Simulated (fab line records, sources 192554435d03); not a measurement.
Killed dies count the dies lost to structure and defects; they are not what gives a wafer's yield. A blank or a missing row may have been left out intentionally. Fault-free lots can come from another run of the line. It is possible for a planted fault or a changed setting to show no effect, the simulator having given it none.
A lot that was struck, set against a sound lot || flow n5Finfet || 14 steps out of a route of 1938
Sound: the wafers L247.1, L247.3, L247.6. Struck: wafers L254.3, L254.4, L254.5. At the end, the cause is stated.
At each step with rows: each side's tool, then ch and its chambers, then its first start. Under that, the readings that differ: sound wafers || struck wafers || difference of the means || sigmas: that difference in standard deviations of wafers without a fault.
alike: words and numbers the same on both sides, and readings whose means are apart by under 2 such deviations; not compared: readings that were withheld, readings missing a value for some wafer, numbers with overlapping values and no deviation given by the record, and bounds like >300 which may hide the same value.
The two part at a step that has a row with sigmas, a row that says differs or no value, or rows on one side only. Numbers that don't overlap but have no deviation are shown without sigmas and don't part them. A reading that every wafer of one side lacks parts them only if that side has two wafers or more.

N5_BEOL_M10_INSPECT_58: inspects for defects (darkfield).
  sound on defectInspect-01 at day 13 23:07; struck on defectInspect-01 at day 15 00:19
  alike: rawDefectCount
N5_BEOL_M11_ILD_DEP_00: deposits SiCOH lowk from DEMS/porogen, target thk 308.51 nm, time 58 s.
  sound on pecvd-04 ch 0,1,2, day 13 23:09; struck on pecvd-02 ch 0,1, day 15 00:22
  alike: heaterPowerOuterW, heaterPowerW, showerheadPlenumPTorr, throttleValvePct
N5_BEOL_M11_CURE_71: cures SiCOH lowk, time 240 s.
  sound on uvCure-01 ch 0, day 13 23:14; struck on uvCure-01 ch 2, day 15 00:35
  alike: lampPowerPct, wafer_temp_C_max
N5_BEOL_M11_THK_MEAS_01:
  sound on filmMetro-01 at day 13 23:44; struck on filmMetro-01 at day 15 00:57
  alike: M11_ILD_THK
N5_BEOL_M11_PECVD_70: deposits SiO2 from TEOS/O2, target thk 20 nm, time 22.7 s.
  sound on pecvd-04 ch 0,1,2, day 13 23:47; struck on pecvd-01 ch 0,2, day 15 00:59
  alike: heaterPowerOuterW, heaterPowerW, showerheadPlenumPTorr, throttleValvePct
N5_BEOL_M11_HM_DEP_02: deposits TiN, target thk 20 nm.
  sound on pvdSputter-02 at day 14 01:13; struck on pvdSputter-01 at day 15 02:13
  alike: chamberPressurePa, substrateTempC, throttleValvePct
then, 6 steps without rows for these wafers: N5_BEOL_M11_COAT_59 (time 60 s, resist thk 100 nm); N5_BEOL_M11_COAT_60 (time 60 s, resist thk 30 nm); N5_BEOL_M11_COAT_05 (resist thk 90 nm); N5_BEOL_M11_EBR_07; N5_BEOL_M11_SOFTBAKE_06 (time 60 s); N5_BEOL_M11_EXPOSE_08 (exposes mask M11).
N5_BEOL_M11_PEB_09: peb time 60 s.
  struck on lithoTrack-01, day 15 02:40; sound on lithoTrack-01 ch 0, day 14 01:32
  no value came back on the struck wafers for chillPlateTempC (C), exhaustPa (Pa); on the sound wafers chillPlateTempC (C) reads 23.09 22.98 22.91
then, 1 step without rows for these wafers: N5_BEOL_M11_DEVELOP_10 (develop time 30 s).

== WHERE THEY PART ==
At N5_BEOL_M11_PEB_09 and nowhere else, as far as this record goes.

WHY: what had been put in by the simulator
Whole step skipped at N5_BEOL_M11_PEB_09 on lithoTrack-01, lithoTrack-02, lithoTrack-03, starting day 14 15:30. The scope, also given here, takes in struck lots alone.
